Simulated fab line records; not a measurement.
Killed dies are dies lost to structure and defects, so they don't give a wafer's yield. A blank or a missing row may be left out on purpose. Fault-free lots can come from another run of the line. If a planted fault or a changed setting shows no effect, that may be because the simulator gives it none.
Which tool did it? -- flow n5 finfet -- 24 lots with 72 wafers sampled at 5 steps, on a route of 1938 steps

WHAT THE GAUGES READ, wafer by wafer
N5_SD_EPI_P_OVL_MEAS_10. Usual: for SD_P_BLK_OVL the level is -0.5 nm and the standard deviation is 0.73.
lot,measured,on,SD_P_BLK_OVL (nm),flag
L074,day 3 06:52,overlay-01,-1.5 0.0 -0.8,
L075,day 3 15:10,overlay-01,0.4 0.6 1.0,
L076,day 3 19:33,overlay-02,-1.2 -0.3 -1.1,
L077,day 3 23:28,overlay-02,0.4 -0.3 0.4,
L078,day 4 04:36,overlay-01,-0.7 -1.2 -0.8,
L079,day 4 14:34,overlay-02,0.6 0.9 0.2,
L080,day 4 18:23,overlay-01,-1.0 -1.0 -0.8,
L081,day 5 02:31,overlay-02,-0.2 -1.4 -2.3,
L082,day 5 09:35,overlay-02,-0.1 -1.3 0.2,
L083,day 5 17:06,overlay-01,-0.2 -0.8 -1.4,
L084,day 5 18:53,overlay-02,-0.8 -1.5 -0.8,
L085,day 6 01:41,overlay-01,0.2 -0.8 -0.6,
L086,day 6 05:40,overlay-02,0.5 0.6 0.4,
L087,day 6 11:09,overlay-02,-1.1 -0.5 -1.4,
L088,day 6 17:04,overlay-01,-1.7 -0.6 -1.2,
L089,day 6 22:08,overlay-02,-0.4 -1.0 -0.4,
L090,day 7 04:29,overlay-02,-1.2 0.5 0.4,
L091,day 7 16:47,overlay-02,-1.5 -0.3 0.4,
L092,day 7 18:00,overlay-01,-1.1 -1.7 -1.7,
L093,day 8 00:56,overlay-02,-1.4 0.2 0.1,
L094,day 8 05:53,overlay-01,-0.3 0.2 -0.6,
L095,day 8 13:05,overlay-01,-0.1 0.0 0.6,
L096,day 8 19:07,overlay-02,-0.6 -1.5 -0.9,
L097,day 8 23:29,overlay-02,-0.2 -0.4 0.6,

N5_SD_EPI_P_EPI_MEAS_23. Usual: 61.2 nm for thk nm, sd 1.3.
lot,measured,on,thk nm (nm),flag
L074,day 3 10:44,film metro-02,59.3 59.9 60.0,
L075,day 3 18:46,film metro-01,61.1 61.1 61.3,
L076,day 3 23:20,film metro-02,59.9 61.1 59.9,
L077,day 4 04:00,film metro-01,62.8 61.8 60.4,
L078,day 4 09:04,film metro-01,58.8 61.1 61.0,
L079,day 4 18:10,film metro-01,59.5 62.0 62.7,
L080,day 4 22:50,film metro-01,59.9 64.5 62.3,
L081,day 5 06:22,film metro-01,63.9 62.1 61.7,
L082,day 5 13:23,film metro-02,63.9 62.5 62.5,
L083,day 5 22:43,film metro-02,60.3 59.8 59.1,
L084,day 5 23:42,film metro-02,61.2 62.2 60.9,
L085,day 6 05:17,film metro-02,63.2 62.9 63.2,
L086,day 6 09:16,film metro-02,60.3 60.1 61.5,
L087,day 6 15:35,film metro-02,60.9 61.5 62.1,
L088,day 7 00:08,film metro-02,60.9 61.4 61.6,
L089,day 7 02:37,film metro-02,60.3 63.6 61.2,
L090,day 7 08:59,film metro-01,60.7 62.8 60.4,
L091,day 7 23:50,film metro-01,58.9 61.2 60.5,
L092,day 7 21:37,film metro-01,61.5 61.0 60.0,
L093,day 8 04:35,film metro-01,61.6 60.7 61.5,
L094,day 8 09:30,film metro-01,60.8 61.2 59.8,
L095,day 8 16:41,film metro-02,60.3 58.5 61.4,
L096,day 8 23:35,film metro-02,59.0 59.4 62.7,
L097,day 9 03:56,film metro-01,62.3 62.9 62.1,

N5_ILD0_INSPECT_06: inspects for defects (darkfield). Usual: 37 for raw defect count, sd 18.
lot,measured,on,raw defect count,flag
L074,day 3 18:26,defect inspect-02,45 19 32,
L075,day 4 02:14,defect inspect-02,43 110 32,
L076,day 4 07:35,defect inspect-02,85 39 38,
L077,day 4 11:55,defect inspect-02,61 67 57,
L078,day 4 16:29,defect inspect-02,14 14 36,
L079,day 5 01:31,defect inspect-02,49 33 38,
L080,day 5 07:24,defect inspect-02,32 36 55,
L081,day 5 13:34,defect inspect-02,55 33 24,
L082,day 5 20:34,defect inspect-02,52 58 49,
L083,day 6 05:55,defect inspect-01,40 21 32,
L084,day 6 07:41,defect inspect-02,14 26 38,
L085,day 6 12:39,defect inspect-02,38 70 63,
L086,day 6 16:55,defect inspect-01,34 56 43,
L087,day 6 23:01,defect inspect-02,29 53 24,
L088,day 7 07:20,defect inspect-02,15 17 28,
L089,day 7 10:04,defect inspect-02,27 43 49,
L090,day 7 16:23,defect inspect-02,38 24 44,
L091,day 8 07:03,defect inspect-01,12 29 32,
L092,day 8 04:56,defect inspect-01,21 34 30,
L093,day 8 11:49,defect inspect-01,11 29 33,
L094,day 8 16:43,defect inspect-01,37 25 34,
L095,day 9 00:15,defect inspect-02,40 21 33,
L096,day 9 06:47,defect inspect-01,37 23 19,
L097,day 9 11:18,defect inspect-01,33 45 37,

EACH LOT AND THE TOOL THAT RAN IT (in order: tool; ch and the chambers of the sampled wafers; start)
lot,N5_DUMMY_GATE_ETCH_42,N5_SD_EPI_P_DESCUM_14
L074,"rie diel-03 ch 0,1,3, day 3 00:56","rie diel-04 ch 0,1, day 3 07:10"
L075,"rie diel-04 ch 0,1,3, day 3 09:02","rie diel-04 ch 0,1,2, day 3 15:13"
L076,"rie diel-04 ch 1,3, day 3 13:50","rie diel-03 ch 1,2,3, day 3 19:48"
L077,"rie diel-04 ch 0,1,2, day 3 16:35","rie diel-01 ch 1,2, day 3 23:36"
L078,"rie diel-03 ch 0,2,3, day 3 22:51","rie diel-03 ch 1,2, day 4 04:40"
L079,"rie diel-01 ch 0,1,3, day 4 08:40","rie diel-01 ch 0,1,2, day 4 14:37"
L080,"rie diel-01 ch 0,2,3, day 4 11:56","rie diel-01 ch 0,1,3, day 4 18:26"
L081,"rie diel-04 ch 0,1,3, day 4 18:32","rie diel-04 ch 1,2,3, day 5 02:35"
L082,"rie diel-04 ch 0,1,2, day 5 01:59","rie diel-01 ch 0,1,2, day 5 09:50"
L083,"rie diel-03 ch 1,2,3, day 5 09:38","rie diel-03 ch 0,1, day 5 17:09"
L084,"rie diel-04 ch 0,1,3, day 5 13:19","rie diel-03 ch 1,2,3, day 5 19:19"
L085,"rie diel-03 ch 0,3, day 5 19:58","rie diel-04 ch 0,1, day 6 01:44"
L086,"rie diel-04 ch 0,1,3, day 6 00:02","rie diel-01 ch 1,2, day 6 05:43"
L087,"rie diel-04 ch 1,3, day 6 05:13","rie diel-03 ch 0,2, day 6 11:13"
L088,"rie diel-03 ch 1,2,3, day 6 10:56","rie diel-01 ch 1,2,3, day 6 17:08"
L089,"rie diel-04 ch 0,2, day 6 15:40","rie diel-03 ch 0,2, day 6 22:12"
L090,"rie diel-01 ch 0,1,3, day 6 22:17","rie diel-01 ch 0,2, day 7 04:36"
L091,"rie diel-01 ch 0,1,2, day 7 06:51","rie diel-04 ch 0,2, day 7 16:50"
L092,"rie diel-01 ch 2,3, day 7 12:25","rie diel-01 ch 1,2, day 7 18:04"
L093,"rie diel-04 ch 0,2,3, day 7 19:04","rie diel-04 ch 0,1,2, day 8 01:01"
L094,"rie diel-03 ch 0,1, day 7 23:51","rie diel-01 ch 0,1,3, day 8 05:57"
L095,"rie diel-03 ch 1,2, day 8 05:01","rie diel-01 ch 1,2,3, day 8 13:09"
L096,"rie diel-01 ch 0,2,3, day 8 12:19","rie diel-01 ch 1,2, day 8 19:11"
L097,"rie diel-04 ch 0,2,3, day 8 16:49","rie diel-04 ch 0,2,3, day 8 23:33"
- N5_DUMMY_GATE_ETCH_42: etches SiO2 in CHF3/O2, target depth 3.5 nm, time 31 s.
- N5_SD_EPI_P_DESCUM_14: chemistry O2, time 7.9 s.

WHAT THE TOOLS THEMSELVES READ (means of the sampled wafers that have a number; where no wafer has one, the mark that the record gives instead)
N5_DUMMY_GATE_ETCH_42. Usual: drypump motor current A 5.7 A, standard deviation 0.31; oes product au 0.81 a.u., standard deviation 0.069; rf vpp V 42.8 V, standard deviation 1.4; showerhead plenum p Torr 2.41 Torr, standard deviation 0.082; throttle valve pct 18.74 %, standard deviation 0.25.
lot,tool,drypump motor current A (A),oes product au (a.u.),rf vpp V (V),showerhead plenum p Torr (Torr),throttle valve pct (%),flag
L074,rie diel-03,5.6,0.86,43.3,2.49,18.84,
L075,rie diel-04,5.5,0.87,42.6,2.40,18.47,
L076,rie diel-04,5.5,0.90,43.6,2.38,18.40,
L077,rie diel-04,5.8,0.84,43.3,2.36,18.64,
L078,rie diel-03,5.7,0.83,42.8,2.51,19.03,
L079,rie diel-01,5.8,0.82,42.2,2.37,18.76,
L080,rie diel-01,5.9,0.81,42.9,2.44,18.75,
L081,rie diel-04,5.4,0.86,42.4,2.40,18.49,
L082,rie diel-04,5.8,0.82,42.4,2.35,18.65,
L083,rie diel-03,5.6,0.78,42.3,2.47,18.95,
L084,rie diel-04,5.5,0.84,43.3,2.39,18.48,
L085,rie diel-03,5.8,0.84,44.2,2.51,18.99,
L086,rie diel-04,5.5,0.85,42.2,2.39,18.50,
L087,rie diel-04,5.2,0.84,42.8,2.39,18.38,
L088,rie diel-03,5.6,0.77,41.9,2.47,18.97,
L089,rie diel-04,5.8,0.78,42.0,2.37,18.74,
L090,rie diel-01,5.8,0.79,43.2,2.36,18.80,
L091,rie diel-01,6.0,0.78,43.8,2.43,18.77,
L092,rie diel-01,5.9,0.76,42.5,2.39,18.92,
L093,rie diel-04,5.6,0.77,42.0,2.37,18.64,
L094,rie diel-03,5.6,0.86,43.1,2.52,18.91,
L095,rie diel-03,5.5,0.78,43.3,2.50,19.04,
L096,rie diel-01,5.9,0.78,44.0,2.43,18.79,
L097,rie diel-04,5.6,0.76,41.6,2.37,18.62,

N5_SD_EPI_P_DESCUM_14. Usual: drypump motor current A 5.8 A, standard deviation 0.31; oes product au 0.80 a.u., standard deviation 0.065; rf vpp V 243.2 V, standard deviation 1.5; showerhead plenum p Torr 2.10 Torr, standard deviation 0.073; throttle valve pct 20.42 %, standard deviation 0.22.
lot,tool,drypump motor current A (A),oes product au (a.u.),rf vpp V (V),showerhead plenum p Torr (Torr),throttle valve pct (%),flag
L074,rie diel-04,5.7,0.88,243.6,2.13,20.50,
L075,rie diel-04,5.8,0.83,242.0,2.07,20.45,
L076,rie diel-03,5.6,0.79,244.6,2.13,20.42,
L077,rie diel-01,6.0,0.75,242.2,2.08,20.60,
L078,rie diel-03,5.4,0.82,244.4,2.13,20.27,
L079,rie diel-01,6.0,0.80,244.0,2.12,20.47,
L080,rie diel-01,5.8,0.81,241.9,2.06,20.44,
L081,rie diel-04,5.6,0.83,242.8,2.06,20.23,
L082,rie diel-01,6.0,0.79,243.4,2.12,20.47,
L083,rie diel-03,5.6,0.88,245.2,2.18,20.40,
L084,rie diel-03,5.6,0.77,242.8,2.12,20.43,
L085,rie diel-04,5.7,0.88,243.6,2.10,20.44,
L086,rie diel-01,6.0,0.73,242.3,2.08,20.62,
L087,rie diel-03,5.7,0.86,245.7,2.20,20.59,
L088,rie diel-01,6.0,0.75,242.5,2.07,20.54,
L089,rie diel-03,5.7,0.85,245.2,2.20,20.59,
L090,rie diel-01,5.9,0.81,244.0,2.17,20.33,
L091,rie diel-04,5.8,0.78,242.6,2.09,20.57,
L092,rie diel-01,6.1,0.73,243.0,2.07,20.64,
L093,rie diel-04,5.8,0.80,241.9,2.07,20.49,
L094,rie diel-01,5.8,0.78,242.2,2.05,20.47,
L095,rie diel-01,6.0,0.74,242.1,2.06,20.56,
L096,rie diel-01,6.1,0.73,242.7,2.07,20.66,
L097,rie diel-04,5.6,0.75,242.8,2.07,20.35,

THE ANSWER, worked out from the rows above alone
Rule: a lot is off if the mean of its wafers that have a number lies more than 3 standard deviations from the usual mean. A lot without any number at a reading at which 4 lots or more have one is off too. Any other lot the step has rows for is counted as sound. Order of review: gauges by route order, followed by the tools' own readings, for which a lot's mean as printed above is used. The first step at which some lot is off is used, and at that step the reading that is off furthest; a lot without a number counts as furthest.
No lot is off on any of the readings shown, so nothing can be concluded from this.

WHAT THE SIMULATOR HAD INSERTED
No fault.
